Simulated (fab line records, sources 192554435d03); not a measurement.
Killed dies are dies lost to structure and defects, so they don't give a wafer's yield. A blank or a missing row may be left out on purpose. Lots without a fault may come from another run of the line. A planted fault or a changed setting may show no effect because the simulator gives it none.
Chamber matching | flow n5_finfet | N5_BEOL_M8_DEP_56 on pecvd-04: 3 sister chambers
The step deposits SiCN from 3MS/NH3, target thk 10 nm, time 17.5 s. 3 wafers are shown with their chamber, then 7 later ones without.

WAFERS WITH THEIR CHAMBER
wafer  | chamber | throttle_valve_pct (%)
L079.6 | 0       | 8.9
L083.1 | 1       | 9.7
L083.3 | 2       | 8.6

WAFERS WITHOUT THEIR CHAMBER
wafer  | throttle_valve_pct (%)
L083.4 | 10.0
L085.3 | 9.7
L085.4 | 8.8
L085.6 | 9.7
L092.2 | 9.6
L092.3 | 8.5
L092.6 | 8.6

WHICH CHAMBER EACH WENT THROUGH
wafer  | from the rows above     | in truth
L083.4 | 1                       | 1
L085.3 | 1                       | 1
L085.4 | can't be placed: 0 or 2 | 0
L085.6 | 1                       | 1
L092.2 | 1                       | 1
L092.3 | 2                       | 2
L092.6 | 2                       | 2
Placed correctly: 6 of 7. Can't be placed from these rows: 1 (the true chamber is among the candidates in 1). Placed wrongly: 0.
How it was worked out, from the rows above alone: a wafer's distance from a chamber is the root of the sum, over the readings, of the square of ((its reading less the chamber's mean) divided by the reading's scatter). The wafer belongs to the nearest chamber; if the next one is less than 2 further off, it can't be placed. A chamber's mean is the mean of its shown wafers. The scatter: with one shown wafer a chamber, the root of the mean of the squares of how far each hidden wafer lies from its nearest shown one.
